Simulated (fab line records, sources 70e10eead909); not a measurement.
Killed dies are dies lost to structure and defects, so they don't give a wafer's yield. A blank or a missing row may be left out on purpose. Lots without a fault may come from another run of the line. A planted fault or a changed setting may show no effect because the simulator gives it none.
Which tool did it? | flow nand_harc | 24 lots, 72 wafers sampled, at 6 steps of a route of 1302

WHAT THE GAUGES READ, wafer by wafer
The record holds no reading of a measuring or inspecting step that can be judged against a usual standard deviation.

WHICH TOOL RAN EACH LOT (tool, then ch and the chambers of the sampled wafers, then the start)
lot  | NHARC_A_STAIRCASE_TRIM_16                     | NHARC_A_STAIRCASE_ETCH_19                     | NHARC_A_STAIRCASE_ETCH_23                     | NHARC_A_STAIRCASE_TRIM_24                     | NHARC_A_STAIRCASE_DESCUM_219       | NHARC_A_STAIRCASE_DEP_417
L074 | rie_diel-06 ch 0,1,2, day 16 00:55 or earlier | rie_diel-06 ch 0,2,3, day 16 00:55 or earlier | rie_diel-13 ch 2,3, day 16 00:55 or earlier   | rie_diel-13 ch 1,2, day 16 00:55 or earlier   | rie_diel-13 ch 0,1,2, day 16 00:55 | pecvd-01 ch 0,1,2, day 17 10:58
L075 | rie_diel-01 ch 0,2,3, day 16 09:53 or earlier | rie_diel-01 ch 0,2, day 16 09:53 or earlier   | rie_diel-01 ch 0,1,2, day 16 09:53 or earlier | rie_diel-01 ch 0,3, day 16 09:53 or earlier   | rie_diel-13 ch 1,3, day 16 09:53   | pecvd-01 ch 0,1,2, day 17 20:10
L076 | rie_diel-06 ch 0,1,3, day 16 10:25 or earlier | rie_diel-06 ch 0,1,3, day 16 10:25 or earlier | rie_diel-06 ch 0,1,3, day 16 10:25 or earlier | rie_diel-06 ch 0,1,3, day 16 10:25 or earlier | rie_diel-13 ch 1,2,3, day 16 10:25 | pecvd-04 ch 0,2, day 17 20:14
L077 | rie_diel-13 ch 0,2, day 17 06:01 or earlier   | rie_diel-13 ch 0,1, day 17 06:01 or earlier   | rie_diel-13 ch 0,2,3, day 17 06:01 or earlier | rie_diel-13 ch 2,3, day 17 06:01 or earlier   | rie_diel-01 ch 1,2, day 17 06:01   | pecvd-01 ch 0,1,2, day 18 06:37
L078 | rie_diel-01 ch 1,2,3, day 17 14:04 or earlier | rie_diel-01 ch 0,1,2, day 17 14:04 or earlier | rie_diel-13 ch 0,1,3, day 17 14:04 or earlier | rie_diel-13 ch 0,1,3, day 17 14:04 or earlier | rie_diel-01 ch 1,2,3, day 17 14:04 | pecvd-04 ch 0,1, day 18 15:12
L079 | rie_diel-06 ch 1,2,3, day 18 09:02 or earlier | rie_diel-06 ch 1,2,3, day 18 09:02 or earlier | rie_diel-06 ch 0,2,3, day 18 09:02 or earlier | rie_diel-06 ch 0,2,3, day 18 09:02 or earlier | rie_diel-01 ch 0,1,3, day 18 09:02 | pecvd-02 ch 0,1,2, day 19 14:04
L080 | rie_diel-01 ch 1,3, day 18 08:37 or earlier   | rie_diel-01 ch 0,1, day 18 08:37 or earlier   | rie_diel-13 ch 0,1,3, day 18 08:37 or earlier | rie_diel-13 ch 0,1,2, day 18 08:37 or earlier | rie_diel-06 ch 0,1,2, day 18 08:37 | pecvd-01 ch 0,2, day 19 12:45
L081 | rie_diel-13 ch 0,1,2, day 19 05:49 or earlier | rie_diel-13 ch 1,2,3, day 19 05:49 or earlier | rie_diel-06 ch 1,2, day 19 05:49 or earlier   | rie_diel-06 ch 1,2,3, day 19 05:49 or earlier | rie_diel-01 ch 1,2,3, day 19 05:49 | pecvd-01 ch 0,2, day 20 09:05
L083 | rie_diel-13 ch 0,3, day 19 21:54 or earlier   | rie_diel-13 ch 1,2,3, day 19 21:54 or earlier | rie_diel-01 ch 0,1,2, day 19 21:54 or earlier | rie_diel-01 ch 0,1,3, day 19 21:54 or earlier | rie_diel-06 ch 0,1,2, day 19 21:54 | pecvd-04 ch 1,2, day 21 05:16
L082 | rie_diel-06 ch 0,2,3, day 19 22:29 or earlier | rie_diel-06 ch 2,3, day 19 22:29 or earlier   | rie_diel-01 ch 0,3, day 19 22:29 or earlier   | rie_diel-01 ch 0,1, day 19 22:29 or earlier   | rie_diel-06 ch 0,1,2, day 19 22:29 | pecvd-01 ch 0,1,2, day 21 09:07
L084 | rie_diel-01 ch 0,2,3, day 20 11:05 or earlier | rie_diel-01 ch 0,2,3, day 20 11:05 or earlier | rie_diel-06 ch 0,2,3, day 20 11:05 or earlier | rie_diel-06 ch 0,3, day 20 11:05 or earlier   | rie_diel-06 ch 1,2, day 20 11:05   | pecvd-02 ch 0,1, day 21 18:00
L086 | rie_diel-06 ch 0,3, day 20 17:43 or earlier   | rie_diel-06 ch 2,3, day 20 17:43 or earlier   | rie_diel-13 ch 0,1,3, day 20 17:43 or earlier | rie_diel-13 ch 1,2,3, day 20 17:43 or earlier | rie_diel-06 ch 1,2, day 20 17:43   | pecvd-02 ch 0,1, day 21 22:01
L085 | rie_diel-13 ch 0,1,2, day 20 22:07 or earlier | rie_diel-13 ch 1,2,3, day 20 22:07 or earlier | rie_diel-01 ch 0,2,3, day 20 22:07 or earlier | rie_diel-01 ch 2,3, day 20 22:07 or earlier   | rie_diel-06 ch 2,3, day 20 22:07   | pecvd-02 ch 0,1, day 22 04:29
L087 | rie_diel-13 ch 0,1, day 21 04:23 or earlier   | rie_diel-13 ch 0,1,3, day 21 04:23 or earlier | rie_diel-13 ch 2,3, day 21 04:23 or earlier   | rie_diel-13 ch 1,2,3, day 21 04:23 or earlier | rie_diel-13 ch 1,2,3, day 21 04:23 | pecvd-02 ch 1,2, day 22 06:29
L088 | rie_diel-13 ch 0,3, day 22 05:02 or earlier   | rie_diel-13 ch 0,1, day 22 05:02 or earlier   | rie_diel-13 ch 2,3, day 22 05:02 or earlier   | rie_diel-13 ch 0,2,3, day 22 05:02 or earlier | rie_diel-06 ch 0,1,2, day 22 05:02 | pecvd-01 ch 0,2, day 23 06:37
L089 | rie_diel-06 ch 0,1, day 22 05:38 or earlier   | rie_diel-06 ch 1,2,3, day 22 05:38 or earlier | rie_diel-06 ch 0,1,3, day 22 05:38 or earlier | rie_diel-06 ch 1,2, day 22 05:38 or earlier   | rie_diel-13 ch 0,2,3, day 22 05:38 | pecvd-04 ch 0,1,2, day 23 07:53
L090 | rie_diel-06 ch 0,1, day 22 17:29 or earlier   | rie_diel-06 ch 0,1, day 22 17:29 or earlier   | rie_diel-13 ch 0,2,3, day 22 17:29 or earlier | rie_diel-13 ch 1,2,3, day 22 17:29 or earlier | rie_diel-01 ch 0,2,3, day 22 17:29 | pecvd-02 ch 0,1,2, day 23 19:13
L093 | rie_diel-13 ch 2,3, day 23 09:35 or earlier   | rie_diel-13 ch 0,3, day 23 09:35 or earlier   | rie_diel-13 ch 0,1, day 23 09:35 or earlier   | rie_diel-13 ch 0,1,2, day 23 09:35 or earlier | rie_diel-13 ch 2,3, day 23 09:35   | pecvd-04 ch 0,2, day 24 16:53
L091 | rie_diel-13 ch 0,1,2, day 23 11:40 or earlier | rie_diel-13 ch 0,1, day 23 11:40 or earlier   | rie_diel-13 ch 0,3, day 23 11:40 or earlier   | rie_diel-13 ch 2,3, day 23 11:40 or earlier   | rie_diel-01 ch 0,2,3, day 23 11:40 | pecvd-04 ch 0,1,2, day 24 16:09
L092 | rie_diel-01 ch 0,2,3, day 23 12:13 or earlier | rie_diel-01 ch 0,3, day 23 12:13 or earlier   | rie_diel-06 ch 1,3, day 23 12:13 or earlier   | rie_diel-06 ch 0,1,2, day 23 12:13 or earlier | rie_diel-01 ch 0,1,3, day 23 12:13 | pecvd-01 ch 0,2, day 24 20:26
L094 | rie_diel-01 ch 1,2,3, day 23 22:50 or earlier | rie_diel-01 ch 1,3, day 23 22:50 or earlier   | rie_diel-01 ch 0,2,3, day 23 22:50 or earlier | rie_diel-01 ch 1,3, day 23 22:50 or earlier   | rie_diel-01 ch 1,2, day 23 22:50   | pecvd-02 ch 0,1,2, day 25 07:33
L095 | rie_diel-06 ch 0,2,3, day 24 21:30 or earlier | rie_diel-06 ch 0,1,3, day 24 21:30 or earlier | rie_diel-06 ch 0,1,2, day 24 21:30 or earlier | rie_diel-06 ch 0,1, day 24 21:30 or earlier   | rie_diel-06 ch 0,1,2, day 24 21:30 | pecvd-01 ch 0,1,2, day 26 05:30
L096 | rie_diel-13 ch 0,1,2, day 24 20:51 or earlier | rie_diel-13 ch 0,1,2, day 24 20:51 or earlier | rie_diel-13 ch 0,1,2, day 24 20:51 or earlier | rie_diel-13 ch 0,1,2, day 24 20:51 or earlier | rie_diel-06 ch 0,2,3, day 24 20:51 | pecvd-01 ch 0,2, day 26 01:23
L097 | rie_diel-01 ch 0,3, day 25 08:02 or earlier   | rie_diel-01 ch 0,2,3, day 25 08:02 or earlier | rie_diel-06 ch 1,2,3, day 25 08:02 or earlier | rie_diel-06 ch 1,2, day 25 08:02 or earlier   | rie_diel-13 ch 1,3, day 25 08:02   | pecvd-04 ch 0,2, day 26 15:20
- NHARC_A_STAIRCASE_TRIM_16: chemistry O2, time 211.2 s.
- NHARC_A_STAIRCASE_ETCH_19: etches the open film in C4F8/O2, target depth 100 nm, time 40.5 s.
- NHARC_A_STAIRCASE_ETCH_23: etches the open film in C4F8/O2, target depth 100 nm, time 40.5 s.
- NHARC_A_STAIRCASE_TRIM_24: chemistry O2, time 211.2 s.
- NHARC_A_STAIRCASE_DESCUM_219: chemistry O2, time 3 s.
- NHARC_A_STAIRCASE_DEP_417: deposits Si3N4, target thk 60 nm.

WHAT THE TOOLS THEMSELVES READ (means of the sampled wafers that have a number; where no wafer has one, the mark that the record gives instead)
NHARC_A_STAIRCASE_TRIM_16. Usual: drypump_motor_current_A 5.7 A, standard deviation 0.34; mfc_ar_sccm 0.013 sccm, standard deviation 0.015; oes_product_au 0.999 a.u., standard deviation 0.0099; rf_vpp_V 57.9 V, standard deviation 0.86; showerhead_plenum_p_Torr 3.57 Torr, standard deviation 0.13; throttle_valve_pct 17.036 %, standard deviation 0.0085.
lot  | tool        | drypump_motor_current_A (A) | mfc_ar_sccm (sccm) | oes_product_au (a.u.) | rf_vpp_V (V) | showerhead_plenum_p_Torr (Torr) | throttle_valve_pct (%) | flag
L074 | rie_diel-06 | 5.7                         | 0.016              | 0.998                 | 57.0         | 3.42                            | 17.039                 |
L075 | rie_diel-01 | 5.7                         | 0.001              | 0.996                 | 58.4         | 3.68                            | 17.041                 |
L076 | rie_diel-06 | 5.4                         | 0.015              | 1.002                 | 57.6         | 3.41                            | 17.036                 |
L077 | rie_diel-13 | 5.4                         | 0.027              | 1.006                 | 59.0         | 3.57                            | 17.026                 |
L078 | rie_diel-01 | 5.9                         | 0.004              | 1.000                 | 58.1         | 3.60                            | 17.036                 |
L079 | rie_diel-06 | 5.7                         | 0.004              | 0.996                 | 57.5         | 3.45                            | 17.029                 |
L080 | rie_diel-01 | 6.1                         | 0.004              | 0.993                 | 58.0         | 3.68                            | 17.037                 |
L081 | rie_diel-13 | 5.6                         | 0.023              | 0.995                 | 57.2         | 3.62                            | 17.033                 |
L083 | rie_diel-13 | 5.7                         | 0.011              | 1.008                 | 57.4         | 3.57                            | 17.039                 |
L082 | rie_diel-06 | 5.6                         | 0.017              | 0.996                 | 57.9         | 3.48                            | 17.037                 |
L084 | rie_diel-01 | 5.7                         | 0.001              | 0.985                 | 57.3         | 3.66                            | 17.034                 |
L086 | rie_diel-06 | 5.3                         | 0.028              | 1.003                 | 57.1         | 3.43                            | 17.036                 |
L085 | rie_diel-13 | 5.6                         | 0.023              | 1.001                 | 58.0         | 3.61                            | 17.035                 |
L087 | rie_diel-13 | 5.5                         | 0.009              | 0.996                 | 58.2         | 3.63                            | 17.032                 |
L088 | rie_diel-13 | 5.5                         | 0.005              | 1.003                 | 57.4         | 3.57                            | 17.033                 |
L089 | rie_diel-06 | 5.5                         | 0.013              | 0.998                 | 58.3         | 3.67                            | 17.034                 |
L090 | rie_diel-06 | 5.5                         | 0.013              | 1.004                 | 58.0         | 3.66                            | 17.037                 |
L093 | rie_diel-13 | 5.7                         | 0.033              | 1.011                 | 57.8         | 3.53                            | 17.039                 |
L091 | rie_diel-13 | 5.6                         | 0.023              | 1.002                 | 57.5         | 3.60                            | 17.041                 |
L092 | rie_diel-01 | 5.7                         | 0.001              | 0.999                 | 57.4         | 3.64                            | 17.030                 |
L094 | rie_diel-01 | 5.9                         | 0.004              | 0.996                 | 57.7         | 3.57                            | 17.039                 |
L095 | rie_diel-06 | 5.6                         | 0.017              | 0.997                 | 57.7         | 3.46                            | 17.036                 |
L096 | rie_diel-13 | 5.6                         | 0.023              | 0.999                 | 58.4         | 3.60                            | 17.038                 |
L097 | rie_diel-01 | 5.9                         | 0.001              | 0.998                 | 59.2         | 3.72                            | 17.041                 |

NHARC_A_STAIRCASE_ETCH_19. Usual: oes_product_au 0.943 a.u., standard deviation 0.012; rf_vpp_V 898 V, standard deviation 4.7.
lot  | tool        | oes_product_au (a.u.) | rf_vpp_V (V) | flag
L074 | rie_diel-06 | 0.931                 | 895          |
L075 | rie_diel-01 | 0.941                 | 899          |
L076 | rie_diel-06 | 0.954                 | 890          |
L077 | rie_diel-13 | 0.943                 | 902          |
L078 | rie_diel-01 | 0.934                 | 900          |
L079 | rie_diel-06 | 0.943                 | 894          |
L080 | rie_diel-01 | 0.946                 | 902          |
L081 | rie_diel-13 | 0.947                 | 899          |
L083 | rie_diel-13 | 0.949                 | 898          |
L082 | rie_diel-06 | 0.932                 | 895          |
L084 | rie_diel-01 | 0.945                 | 901          |
L086 | rie_diel-06 | 0.936                 | 896          |
L085 | rie_diel-13 | 0.956                 | 898          |
L087 | rie_diel-13 | 0.950                 | 899          |
L088 | rie_diel-13 | 0.936                 | 900          |
L089 | rie_diel-06 | 0.939                 | 898          |
L090 | rie_diel-06 | 0.948                 | 900          |
L093 | rie_diel-13 | 0.949                 | 897          |
L091 | rie_diel-13 | 0.941                 | 901          |
L092 | rie_diel-01 | 0.952                 | 903          |
L094 | rie_diel-01 | 0.947                 | 901          |
L095 | rie_diel-06 | 0.925                 | 896          |
L096 | rie_diel-13 | 0.946                 | 899          |
L097 | rie_diel-01 | 0.936                 | 899          |

NHARC_A_STAIRCASE_ETCH_23. Usual: oes_product_au 0.946 a.u., standard deviation 0.013; rf_vpp_V 898 V, standard deviation 4.3.
lot  | tool        | oes_product_au (a.u.) | rf_vpp_V (V) | flag
L074 | rie_diel-13 | 0.960                 | 898          |
L075 | rie_diel-01 | 0.935                 | 899          |
L076 | rie_diel-06 | 0.952                 | 893          |
L077 | rie_diel-13 | 0.948                 | 898          |
L078 | rie_diel-13 | 0.949                 | 901          |
L079 | rie_diel-06 | 0.940                 | 895          |
L080 | rie_diel-13 | 0.950                 | 899          |
L081 | rie_diel-06 | 0.940                 | 893          |
L083 | rie_diel-01 | 0.940                 | 898          |
L082 | rie_diel-01 | 0.928                 | 903          |
L084 | rie_diel-06 | 0.956                 | 894          |
L086 | rie_diel-13 | 0.958                 | 899          |
L085 | rie_diel-01 | 0.946                 | 901          |
L087 | rie_diel-13 | 0.952                 | 897          |
L088 | rie_diel-13 | 0.957                 | 896          |
L089 | rie_diel-06 | 0.942                 | 897          |
L090 | rie_diel-13 | 0.966                 | 897          |
L093 | rie_diel-13 | 0.919                 | 901          |
L091 | rie_diel-13 | 0.946                 | 897          |
L092 | rie_diel-06 | 0.941                 | 900          |
L094 | rie_diel-01 | 0.940                 | 900          |
L095 | rie_diel-06 | 0.943                 | 897          |
L096 | rie_diel-13 | 0.948                 | 899          |
L097 | rie_diel-06 | 0.941                 | 899          |

NHARC_A_STAIRCASE_TRIM_24. Usual: drypump_motor_current_A 5.7 A, standard deviation 0.34; mfc_ar_sccm 0.014 sccm, standard deviation 0.015; oes_product_au 0.998 a.u., standard deviation 0.011; rf_vpp_V 57.9 V, standard deviation 0.89; showerhead_plenum_p_Torr 3.57 Torr, standard deviation 0.12; throttle_valve_pct 17.035 %, standard deviation 0.0096.
lot  | tool        | drypump_motor_current_A (A) | mfc_ar_sccm (sccm) | oes_product_au (a.u.) | rf_vpp_V (V) | showerhead_plenum_p_Torr (Torr) | throttle_valve_pct (%) | flag
L074 | rie_diel-13 | 5.7                         | 0.037              | 1.001                 | 57.9         | 3.63                            | 17.033                 |
L075 | rie_diel-01 | 5.6                         | 0.001              | 1.003                 | 58.5         | 3.77                            | 17.025                 |
L076 | rie_diel-06 | 5.4                         | 0.015              | 1.001                 | 57.5         | 3.41                            | 17.033                 |
L077 | rie_diel-13 | 5.8                         | 0.024              | 1.008                 | 58.1         | 3.57                            | 17.027                 |
L078 | rie_diel-13 | 5.7                         | 0.015              | 1.001                 | 58.3         | 3.64                            | 17.038                 |
L079 | rie_diel-06 | 5.6                         | 0.017              | 1.000                 | 58.5         | 3.49                            | 17.042                 |
L080 | rie_diel-13 | 5.6                         | 0.023              | 0.999                 | 58.2         | 3.63                            | 17.032                 |
L081 | rie_diel-06 | 5.7                         | 0.004              | 0.986                 | 57.2         | 3.44                            | 17.037                 |
L083 | rie_diel-01 | 5.8                         | 0.004              | 0.982                 | 58.5         | 3.68                            | 17.043                 |
L082 | rie_diel-01 | 5.6                         | 0.003              | 0.994                 | 58.2         | 3.70                            | 17.033                 |
L084 | rie_diel-06 | 5.3                         | 0.016              | 0.999                 | 56.9         | 3.47                            | 17.041                 |
L086 | rie_diel-13 | 5.8                         | 0.028              | 1.006                 | 57.9         | 3.60                            | 17.034                 |
L085 | rie_diel-01 | 5.9                         | 0.001              | 0.994                 | 58.2         | 3.65                            | 17.027                 |
L087 | rie_diel-13 | 5.8                         | 0.028              | 1.007                 | 58.0         | 3.60                            | 17.040                 |
L088 | rie_diel-13 | 5.6                         | 0.019              | 1.002                 | 57.2         | 3.56                            | 17.031                 |
L089 | rie_diel-06 | 6.0                         | 0.005              | 0.997                 | 56.8         | 3.62                            | 17.039                 |
L090 | rie_diel-13 | 5.8                         | 0.028              | 1.013                 | 58.3         | 3.60                            | 17.033                 |
L093 | rie_diel-13 | 5.6                         | 0.023              | 1.000                 | 58.2         | 3.61                            | 17.029                 |
L091 | rie_diel-13 | 5.7                         | 0.033              | 1.007                 | 57.6         | 3.53                            | 17.050                 |
L092 | rie_diel-06 | 5.7                         | 0.016              | 0.997                 | 58.0         | 3.57                            | 17.042                 |
L094 | rie_diel-01 | 6.0                         | 0.007              | 0.994                 | 58.7         | 3.60                            | 17.041                 |
L095 | rie_diel-06 | 5.4                         | 0.026              | 1.004                 | 57.9         | 3.51                            | 17.034                 |
L096 | rie_diel-13 | 5.6                         | 0.023              | 0.997                 | 57.4         | 3.60                            | 17.036                 |
L097 | rie_diel-06 | 6.0                         | 0.005              | 0.987                 | 58.2         | 3.61                            | 17.045                 |

NHARC_A_STAIRCASE_DESCUM_219. Usual: drypump_motor_current_A 5.7 A, standard deviation 0.34; mfc_ar_sccm 0.012 sccm, standard deviation 0.014; oes_product_au 0.998 a.u., standard deviation 0.01; rf_vpp_V 57.7 V, standard deviation 0.83; showerhead_plenum_p_Torr 1.93 Torr, standard deviation 0.081; throttle_valve_pct 11.312 %, standard deviation 0.0091.
lot  | tool        | drypump_motor_current_A (A) | mfc_ar_sccm (sccm) | oes_product_au (a.u.) | rf_vpp_V (V) | showerhead_plenum_p_Torr (Torr) | throttle_valve_pct (%) | flag
L074 | rie_diel-13 | 5.6                         | 0.023              | 0.993                 | 57.6         | 1.98                            | 11.318                 |
L075 | rie_diel-13 | 5.9                         | 0.020              | 1.013                 | 57.8         | 1.97                            | 11.314                 |
L076 | rie_diel-13 | 5.8                         | 0.028              | 1.004                 | 57.9         | 1.97                            | 11.308                 |
L077 | rie_diel-01 | 5.8                         | 0.006              | 0.998                 | 57.7         | 1.92                            | 11.316                 |
L078 | rie_diel-01 | 5.9                         | 0.004              | 0.996                 | 58.2         | 1.95                            | 11.313                 |
L079 | rie_diel-01 | 5.8                         | 0.004              | 0.976                 | 57.3         | 2.01                            | 11.314                 |
L080 | rie_diel-06 | 5.7                         | 0.016              | 0.993                 | 57.6         | 1.84                            | 11.311                 |
L081 | rie_diel-01 | 5.9                         | 0.004              | 0.993                 | 58.1         | 1.95                            | 11.318                 |
L083 | rie_diel-06 | 5.7                         | 0.016              | 0.992                 | 57.0         | 1.84                            | 11.312                 |
L082 | rie_diel-06 | 5.7                         | 0.016              | 1.001                 | 57.7         | 1.84                            | 11.313                 |
L084 | rie_diel-06 | 5.8                         | 0.003              | 0.994                 | 57.7         | 1.81                            | 11.313                 |
L086 | rie_diel-06 | 6.0                         | 0.005              | 0.991                 | 57.4         | 1.87                            | 11.312                 |
L085 | rie_diel-06 | 5.6                         | 0.006              | 1.005                 | 57.4         | 1.91                            | 11.308                 |
L087 | rie_diel-13 | 5.8                         | 0.028              | 1.006                 | 57.8         | 1.96                            | 11.318                 |
L088 | rie_diel-06 | 5.7                         | 0.016              | 1.005                 | 57.9         | 1.94                            | 11.310                 |
L089 | rie_diel-13 | 5.6                         | 0.019              | 1.005                 | 57.6         | 1.93                            | 11.305                 |
L090 | rie_diel-01 | 5.7                         | 0.001              | 0.992                 | 58.0         | 1.98                            | 11.320                 |
L093 | rie_diel-13 | 5.8                         | 0.024              | 1.016                 | 57.5         | 1.92                            | 11.318                 |
L091 | rie_diel-01 | 5.7                         | 0.001              | 0.993                 | 57.6         | 1.98                            | 11.304                 |
L092 | rie_diel-01 | 5.8                         | 0.004              | 0.996                 | 57.8         | 1.99                            | 11.306                 |
L094 | rie_diel-01 | 5.8                         | 0.006              | 0.992                 | 58.5         | 1.91                            | 11.320                 |
L095 | rie_diel-06 | 5.7                         | 0.016              | 0.993                 | 57.8         | 1.93                            | 11.308                 |
L096 | rie_diel-06 | 5.6                         | 0.017              | 0.994                 | 57.7         | 1.87                            | 11.314                 |
L097 | rie_diel-13 | 5.9                         | 0.024              | 1.006                 | 58.0         | 1.99                            | 11.308                 |

NHARC_A_STAIRCASE_DEP_417. Usual: heater_power_w 697 W, standard deviation 96.
lot  | tool     | heater_power_w (W) | flag
L074 | pecvd-01 | 641                |
L075 | pecvd-01 | 629                |
L076 | pecvd-04 | 670                |
L077 | pecvd-01 | 626                |
L078 | pecvd-04 | 668                |
L079 | pecvd-02 | 813                |
L080 | pecvd-01 | 578                |
L081 | pecvd-01 | 675                |
L083 | pecvd-04 | 720                |
L082 | pecvd-01 | 627                |
L084 | pecvd-02 | 782                |
L086 | pecvd-02 | 794                |
L085 | pecvd-02 | 776                |
L087 | pecvd-02 | 797                |
L088 | pecvd-01 | 621                |
L089 | pecvd-04 | 653                |
L090 | pecvd-02 | 776                |
L093 | pecvd-04 | 721                |
L091 | pecvd-04 | 633                |
L092 | pecvd-01 | 588                |
L094 | pecvd-02 | 794                |
L095 | pecvd-01 | 658                |
L096 | pecvd-01 | 677                |
L097 | pecvd-04 | 666                |

THE ANSWER, worked out from the rows above alone
Rule: a lot is off if the mean of its wafers that have a number lies more than 3 standard deviations from the usual mean. A lot without any number at a reading at which 4 lots or more have one is off too. The other lots that the step has rows for count as sound. The gauges are gone through in route order, then the tools' own readings, and for those a lot's mean is taken as printed above. The first step at which some lot is off is used, and at that step the reading that is off furthest; a lot without a number counts as furthest.
No lot is off at any reading shown: from this, nothing can be told.

WHAT THE SIMULATOR HAD PUT IN
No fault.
